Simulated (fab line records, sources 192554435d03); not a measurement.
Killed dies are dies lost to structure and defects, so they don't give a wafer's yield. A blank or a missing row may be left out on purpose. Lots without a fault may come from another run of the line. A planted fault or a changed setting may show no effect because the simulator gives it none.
Problem report in the 8D (eight disciplines) form, filled by code | flow n5_finfet | the parts of the form that need people (team, actions taken, sign-off) are left out

1. THE PROBLEM
killed_at_front_end at N5_PASSIVATION_PROBE_49 reads a mean of 149 on 9 wafers of 3 lots; wafers without a fault read 39 with a standard deviation of 13. That is +8.5 standard deviations from the usual mean.
First seen on wafer L148.2, day 13 14:51, on prober-01. The record holds 15 wafers of 5 lots with a number at this step. Rule for "out", or "out of limits": more than 4 standard deviations from the usual mean. The other wafers with a number count as sound.

2. WHAT IT IS AND WHAT IT IS NOT
question                    | is                     | is not
which readings at this step | killed_at_front_end    | killed_at_M0_to_M3, killed_at_M4_up, killed_at_contacts, killed_at_other, killed_open, killed_short, sort_bin_4_leakage, sort_bin_6_memory, sort_bin_8_speed
which lots                  | L147, L148, L150       | L146, L162
which wafers of those lots  | all that have a number | -
read on which tools         | prober-01, prober-02   | -
when                        | from day 13 14:51      | up to then (0 sound wafers); but 6 sound wafers of L146, L162 came after

3. SUSPECTS, AND WHAT RULES EACH OUT
Counting: a tool at a process step up to the reading stays a suspect if it ran every lot that is out and no sound lot after the first of them.
- ald_sin-04 at N5_STI_FIN_REVEAL_ALD_14 (deposits Si3N4, target thk 3 nm): ruled out as a lasting fault. Sound lots L162 ran on it after its first lot that is out, L148 (day 4 00:06).
Left after counting: nothing in the record.

4. THE CAUSE (what the simulator had put in)
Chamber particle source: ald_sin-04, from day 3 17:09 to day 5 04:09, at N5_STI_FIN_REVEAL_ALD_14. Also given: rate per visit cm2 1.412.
Counting ruled it out, wrongly: the rule takes a fault to strike every lot that its tool runs from its start on, and this one did not.

5. THE CHAIN OF EFFECTS, in route order
Each row: a reading whose mean over the struck wafers that have a number lies more than 3 standard deviations from the usual. Only readings for which the record gives a usual standard deviation are gone through. hours: the time from each lot's start at the first step in this table that gives one to its start at this step, as a median over the lots. sigmas: the change in usual standard deviations.
hours | step                    | reading              | usual  | on struck wafers | change | sigmas
0     | N5_PASSIVATION_PROBE_49 | defect_limited_yield | 91.3 % | 82.4             | -8.9   | -5.9
0     | N5_PASSIVATION_PROBE_49 | killed_at_front_end  | 39     | 149              | +110   | +8.5
0     | N5_PASSIVATION_PROBE_49 | killed_dies          | 103    | 208              | +105   | +5.8
0     | N5_PASSIVATION_PROBE_49 | sort_bin_5_function  | 5.1 %  | 10.8             | +5.7   | +5.7
0     | N5_PASSIVATION_PROBE_49 | sort_n_pass          | 1077   | 972              | -105   | -5.8
0     | N5_PASSIVATION_PROBE_49 | sort_yield_pct       | 91.2 % | 82.4             | -8.8   | -5.9
The process steps in it:
- N5_PASSIVATION_PROBE_49

6. WHAT WOULD HAVE CAUGHT IT SOONER
In this record the first reading out of limits was taken at day 13 14:51, 238 hours after the fault began at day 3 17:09.
Of the tool readings at N5_STI_FIN_REVEAL_ALD_14 for which the record gives a usual standard deviation, none was out on any struck wafer, so an alarm limit of 4 standard deviations on them would not have fired.
